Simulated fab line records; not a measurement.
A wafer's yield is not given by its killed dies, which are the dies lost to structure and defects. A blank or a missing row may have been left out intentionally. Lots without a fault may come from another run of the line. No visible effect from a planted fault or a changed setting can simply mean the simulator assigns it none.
One fault through the eyes of 2 desks    flow n5-finfet    numbers are kept per desk, each desk with only its own; the story behind them comes last

## AT THE TOOL OWNER'S DESK: ald-metal-04
The tool's own readings at N5_MOL_CONTACT_COAG_ALD_20 (deposits TiN, target thk 1.5 nm, pulse time 1 s, purge time 3 s): means of the sampled wafers that have a number, for each lot that ran on this tool. Any lot whose mean is over 4 standard deviations away from the usual mean is out of limits and marked OUT; that distance is given in the brackets.
Columns: A = chamber-pressure-Torr at N5_MOL_CONTACT_COAG_ALD_20, usual 3.000 Torr; B = heater-power-w at N5_MOL_CONTACT_COAG_ALD_20, usual 945 W; C = precursor-pulse-height-rel at N5_MOL_CONTACT_COAG_ALD_20, usual 1.000
lot   first seen here  A      B    C
L266  day 6 00:05      3.000  973  1.001
L276  day 8 12:04      2.999  946  0.998
L277  day 8 17:15      3.000  946  1.010
L278  day 9 02:20      3.002  966  0.992
L280  day 9 12:01      3.001  863  1.007
L283  day 10 09:17     2.999  934  0.992
This desk's verdict: no lot among the 6 shows anything out of limits.

## AT THE METROLOGY DESK
Means of the sampled wafers that have a number, per lot and without regard to the tool the lot ran on: this is what the gauges read. Any lot whose mean is over 4 standard deviations away from the usual mean is out of limits and marked OUT; that distance is given in the brackets. It has 10 readings; the 7 that lie furthest out on some lot are the ones shown.
Columns: A = DIBL_N at N5_BEOL_M4_RC_MEAS_101, usual 36.4 mV/V; B = DIBL_P at N5_BEOL_M4_RC_MEAS_101, usual 36.4 mV/V; C = IOFF_N at N5_BEOL_M4_RC_MEAS_101, usual 0.156 nA/um; D = IOFF_P at N5_BEOL_M4_RC_MEAS_101, usual 0.210 nA/um; E = ION_N at N5_BEOL_M4_RC_MEAS_101, usual 675 uA/um; F = SS_P at N5_BEOL_M4_RC_MEAS_101, usual 73.3 mV/dec; G = VT_N at N5_BEOL_M4_RC_MEAS_101, usual 250 mV
lot   first seen here  A     B     C      D      E    F     G
L263  day 10 06:00     35.2  36.3  0.156  0.203  671  73.0  249
L266  day 10 07:53     34.6  36.0  0.157  0.211  676  72.5  248
L268  day 10 18:31     37.6  37.5  0.159  0.200  668  73.8  250
L269  day 11 01:58     36.9  39.0  0.187  0.238  683  73.7  244
L270  day 11 09:09     36.3  37.1  0.152  0.200  673  73.0  252
L276  day 12 16:17     37.0  35.5  0.168  0.214  683  73.1  248
L277  day 13 01:37     38.1  38.9  0.179  0.226  684  73.6  249
L278  day 13 13:28     37.5  36.8  0.170  0.207  686  73.8  248
L280  day 13 23:07     34.4  35.4  0.127  0.182  668  72.3  252
L283  day 14 15:42     36.6  37.2  0.168  0.233  677  73.8  248
This desk's verdict: no lot among the 10 shows anything out of limits.

## ALL TOGETHER
The tool owner's desk saw nothing out of limits.
From the metrology desk's view, nothing was out of limits.

## WHAT THE SIMULATOR HAD PUT IN
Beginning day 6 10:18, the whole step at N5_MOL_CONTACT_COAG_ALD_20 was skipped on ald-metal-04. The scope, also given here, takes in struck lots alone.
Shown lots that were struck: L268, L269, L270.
